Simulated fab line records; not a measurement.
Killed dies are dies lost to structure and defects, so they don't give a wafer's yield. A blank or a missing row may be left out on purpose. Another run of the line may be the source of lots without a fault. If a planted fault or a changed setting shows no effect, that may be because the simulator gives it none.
Matching of chambers / flow n5 finfet / N5_FIN_SAQP_ETCH_67 on rie diel-03: 4 sister chambers
The step etches SiNx in CH3F/O2, target depth 30 nm. 16 wafers are shown with their chamber, then 8 later ones without.

== WAFERS WITH THEIR CHAMBER ==
wafer=L074.1; chamber=2; drypump motor current A (A)=6.0; showerhead plenum p Torr (Torr)=1.94; throttle valve pct (%)=16.25
wafer=L074.2; chamber=3; drypump motor current A (A)=5.6; showerhead plenum p Torr (Torr)=2.08; throttle valve pct (%)=16.71
wafer=L074.4; chamber=3; drypump motor current A (A)=5.6; showerhead plenum p Torr (Torr)=2.08; throttle valve pct (%)=16.71
wafer=L077.1; chamber=1; drypump motor current A (A)=5.2; showerhead plenum p Torr (Torr)=2.14; throttle valve pct (%)=16.00
wafer=L077.2; chamber=2; drypump motor current A (A)=6.0; showerhead plenum p Torr (Torr)=1.93; throttle valve pct (%)=16.25
wafer=L077.5; chamber=0; drypump motor current A (A)=6.3; showerhead plenum p Torr (Torr)=2.09; throttle valve pct (%)=16.54
wafer=L081.2; chamber=2; drypump motor current A (A)=6.0; showerhead plenum p Torr (Torr)=1.93; throttle valve pct (%)=16.26
wafer=L081.3; chamber=0; drypump motor current A (A)=6.2; showerhead plenum p Torr (Torr)=2.09; throttle valve pct (%)=16.57
wafer=L081.6; chamber=3; drypump motor current A (A)=5.6; showerhead plenum p Torr (Torr)=2.08; throttle valve pct (%)=16.71
wafer=L087.1; chamber=1; drypump motor current A (A)=5.2; showerhead plenum p Torr (Torr)=2.13; throttle valve pct (%)=16.03
wafer=L087.4; chamber=2; drypump motor current A (A)=6.0; showerhead plenum p Torr (Torr)=1.93; throttle valve pct (%)=16.28
wafer=L087.5; chamber=3; drypump motor current A (A)=5.6; showerhead plenum p Torr (Torr)=2.07; throttle valve pct (%)=16.76
wafer=L090.4; chamber=0; drypump motor current A (A)=6.2; showerhead plenum p Torr (Torr)=2.08; throttle valve pct (%)=16.60
wafer=L090.5; chamber=1; drypump motor current A (A)=5.2; showerhead plenum p Torr (Torr)=2.13; throttle valve pct (%)=16.05
wafer=L090.6; chamber=0; drypump motor current A (A)=6.2; showerhead plenum p Torr (Torr)=2.08; throttle valve pct (%)=16.59
wafer=L092.2; chamber=3; drypump motor current A (A)=5.6; showerhead plenum p Torr (Torr)=2.07; throttle valve pct (%)=16.78

SIGNATURES (averages over the wafers above)
reading=drypump motor current A; chamber 0=6.225; chamber 1=5.200; chamber 2=6.000; chamber 3=5.600; scatter within a chamber=0.025
reading=showerhead plenum p Torr; chamber 0=2.0850; chamber 1=2.1333; chamber 2=1.9325; chamber 3=2.0760; scatter within a chamber=0.00549
reading=throttle valve pct; chamber 0=16.5750; chamber 1=16.0267; chamber 2=16.2600; chamber 3=16.7340; scatter within a chamber=0.0266
Rule: for a wafer and a chamber, the distance is found by dividing, reading by reading, the gap between the wafer's reading and the chamber's mean by the reading's scatter, squaring, summing and taking the root. If the next closest chamber is less than 2 further off than the closest, the wafer can't be placed; otherwise it belongs to the closest. The scatter is the square root of a quotient: the sum, over the shown wafers, of each reading's squared deviation from its chamber's mean, divided by wafers minus chambers.

== WAFERS WHOSE CHAMBER IS MISSING ==
wafer=L092.4; drypump motor current A (A)=6.0; showerhead plenum p Torr (Torr)=1.92; throttle valve pct (%)=16.29
wafer=L092.5; drypump motor current A (A)=6.0; showerhead plenum p Torr (Torr)=1.92; throttle valve pct (%)=16.32
wafer=L094.2; drypump motor current A (A)=6.3; showerhead plenum p Torr (Torr)=2.08; throttle valve pct (%)=16.62
wafer=L094.4; drypump motor current A (A)=5.6; showerhead plenum p Torr (Torr)=2.07; throttle valve pct (%)=16.79
wafer=L094.6; drypump motor current A (A)=5.2; showerhead plenum p Torr (Torr)=2.13; throttle valve pct (%)=16.07
wafer=L097.2; drypump motor current A (A)=6.3; showerhead plenum p Torr (Torr)=2.08; throttle valve pct (%)=16.64
wafer=L097.3; drypump motor current A (A)=5.6; showerhead plenum p Torr (Torr)=2.07; throttle valve pct (%)=16.80
wafer=L097.4; drypump motor current A (A)=5.2; showerhead plenum p Torr (Torr)=2.13; throttle valve pct (%)=16.09

== CHAMBER TAKEN BY EACH ==
wafer=L092.4; from the rows above=2; in truth=2
wafer=L092.5; from the rows above=2; in truth=2
wafer=L094.2; from the rows above=0; in truth=0
wafer=L094.4; from the rows above=3; in truth=3
wafer=L094.6; from the rows above=1; in truth=1
wafer=L097.2; from the rows above=0; in truth=0
wafer=L097.3; from the rows above=3; in truth=3
wafer=L097.4; from the rows above=1; in truth=1
Correctly placed: 8 of 8. Number that these rows cannot place: 0. 0 placed wrongly.
